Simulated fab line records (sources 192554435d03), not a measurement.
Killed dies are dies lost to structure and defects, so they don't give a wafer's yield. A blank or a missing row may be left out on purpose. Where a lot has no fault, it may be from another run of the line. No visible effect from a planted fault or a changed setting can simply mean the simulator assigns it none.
A struck lot beside a sound one -- flow n5_finfet -- 37 steps out of a route of 1938
Sound: the wafers L578.1, L578.2, L578.3. The struck wafers were L579.1, L579.4, L579.5. The cause is named last.
Order at every step that has rows: each side's tool, ch and its chambers, its first start. Under that, the readings that differ: sound wafers -- struck wafers -- difference of the means -- sigmas: that difference in standard deviations of wafers without a fault.
alike: readings with means less than 2 such deviations apart, plus words and numbers identical on both sides. not compared: withheld readings, readings lacking a value on some wafer, bounds such as >300 that could conceal the same value, and numbers that have no deviation in the record and whose values overlap.
Wherever a step has rows on one side only, a row that says differs or no value, or a row with sigmas, the two part there. When numbers do not overlap yet have no deviation, they are printed without sigmas and do not part them. Lack of a reading on every wafer of one side parts them only where that side has two or more wafers.

first, 9 steps without rows for these wafers: N5_WELL_APT_COAT_19 (resist thk 950 nm); N5_WELL_APT_EBR_21; N5_WELL_APT_SOFTBAKE_20 (time 60 s); N5_WELL_APT_EXPOSE_22 (exposes mask PWELL, defocus 0 nm, target cd 200 nm); N5_WELL_APT_PEB_23 (peb time 90 s); N5_WELL_APT_DEVELOP_24 (develop time 45 s); N5_WELL_APT_HARDBAKE_29 (time 120 s); N5_WELL_APT_DESCUM_30 (chemistry O2, time 7.9 s); N5_WELL_APT_IMPLANT_31.
N5_WELL_APT_IMPLANT_32:
  sound on implanter-01 ch 0, day 3 14:07; struck on implanter-01 ch 0, day 3 15:36
reading,sound,struck,difference,sigmas
dose_ions_cm2,1.9978e+13 1.9982e+13 2.0001e+13,7.341e+12 7.32e+12 7.339e+12,-1.265e+13,-99 or more
faraday_current_uA,253 261 253,93 92 94,-163,-31
then, 25 steps without rows for these wafers: N5_WELL_APT_STRIP_33 (strips in SPM, time 900 s); N5_WELL_APT_RTA_34 (time 10 s); N5_WELL_APT_OXIDE_STRIP_42 (strips SiO2 in dHF, time 45 s, target depth 12 nm); N5_WELL_APT_PRECLEAN_36 (cleans in O3/DIW, time 45 s); N5_WELL_APT_PRECLEAN_39 (cleans in dHF, time 60 s); N5_WELL_APT_SRD_37 (time 30 s); N5_WELL_APT_EPI_41 (deposits Si from SiH4/H2, target thk 50 nm, time 297.7 s); N5_PMOS_HMC_CHANNEL_EPI_HM_DEP_34 (deposits SiO2 from TEOS/O2, target thk 36 nm, time 6.9 s); N5_PMOS_HMC_CHANNEL_EPI_COAT_31 (time 60 s, resist thk 66 nm); N5_PMOS_HMC_CHANNEL_EPI_COAT_03 (resist thk 205 nm); N5_PMOS_HMC_CHANNEL_EPI_EBR_05; N5_PMOS_HMC_CHANNEL_EPI_SOFTBAKE_04 (time 60 s); N5_PMOS_HMC_CHANNEL_EPI_EXPOSE_06 (exposes mask PMOS HMC BLK, target cd 240 nm); N5_PMOS_HMC_CHANNEL_EPI_PEB_07 (peb time 60 s); N5_PMOS_HMC_CHANNEL_EPI_DEVELOP_08 (develop time 30 s); N5_PMOS_HMC_CHANNEL_EPI_DESCUM_14 (chemistry O2, time 7.9 s); N5_PMOS_HMC_CHANNEL_EPI_ETCH_32 (etches BARC in N2/H2, stops on SiO2, target depth 85.8 nm, time 50.3 s); N5_PMOS_HMC_CHANNEL_EPI_HM_OPEN_15 (chemistry CHF3/O2, target SiO2, target depth 40.6 nm, time 20.3 s); N5_PMOS_HMC_CHANNEL_EPI_STRIP_33 (strips in N2/H2); N5_PMOS_HMC_CHANNEL_EPI_STRIP_17 (strips in SPM, time 750 s); N5_PMOS_HMC_CHANNEL_EPI_ETCH_38 (etches SiO2 in CF4, target depth 1.5 nm); N5_PMOS_HMC_CHANNEL_EPI_FIN_RECESS_16 (chemistry HBr/Cl2, target Si, target depth 54 nm, time 18 s); N5_PMOS_HMC_CHANNEL_EPI_PRECLEAN_36 (cleans in O3/DIW, time 45 s); N5_PMOS_HMC_CHANNEL_EPI_PRECLEAN_18 (cleans in DHF, time 30 s); N5_PMOS_HMC_CHANNEL_EPI_SRD_19 (time 30 s).
-- a jump in the record: the struck wafers' starts before and after are 9 days apart (it breaks off in module PMOS_HMC_CHANNEL_EPI and resumes in module BEOL_M4, where the first step shown is number 1111 of the route) --
N5_BEOL_M4_RC_MEAS_101:
  sound on prober-01 ch 0, day 12 11:40; struck on prober-02 ch 0, day 13 01:47
reading,sound,struck,difference,sigmas
CJ_N,4.43 4.44 4.37,2.61 2.56 2.62,-1.82,-26
DIBL_N (mV/V),36.8 34.7 35.8,40.0 38.9 39.4,+3.7,+3
IOFF_N (nA/um),0.141 0.124 0.146,0.217 0.175 0.190,+0.057,+3
RS_PWELL (ohm/sq),2996 2995 2966,3117 3106 3144,+137,+7
SS_N (mV/dec),71.0 70.9 71.0,74.7 72.4 72.7,+2.3,+4
  alike: DIBL_P, IOFF_P, ION_N, ION_P, SS_P, VT_N, VT_P
-- a jump in the record: the struck wafers' starts before and after are 5 days apart (it breaks off in module BEOL_M4 and resumes in module PASSIVATION, where the first step shown is number 1936 of the route) --
N5_PASSIVATION_PROBE_49:
  rows exist in the record for the struck wafers here (prober-02, day 17 19:22), but not for the sound ones

WHERE THEY PART
At N5_WELL_APT_IMPLANT_32 first; at N5_PASSIVATION_PROBE_49 last (within this record only).

WHY: the cause the simulator had injected
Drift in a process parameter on implanter-01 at N5_WELL_APT_IMPLANT_32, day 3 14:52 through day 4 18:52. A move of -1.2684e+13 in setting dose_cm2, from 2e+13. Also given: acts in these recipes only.
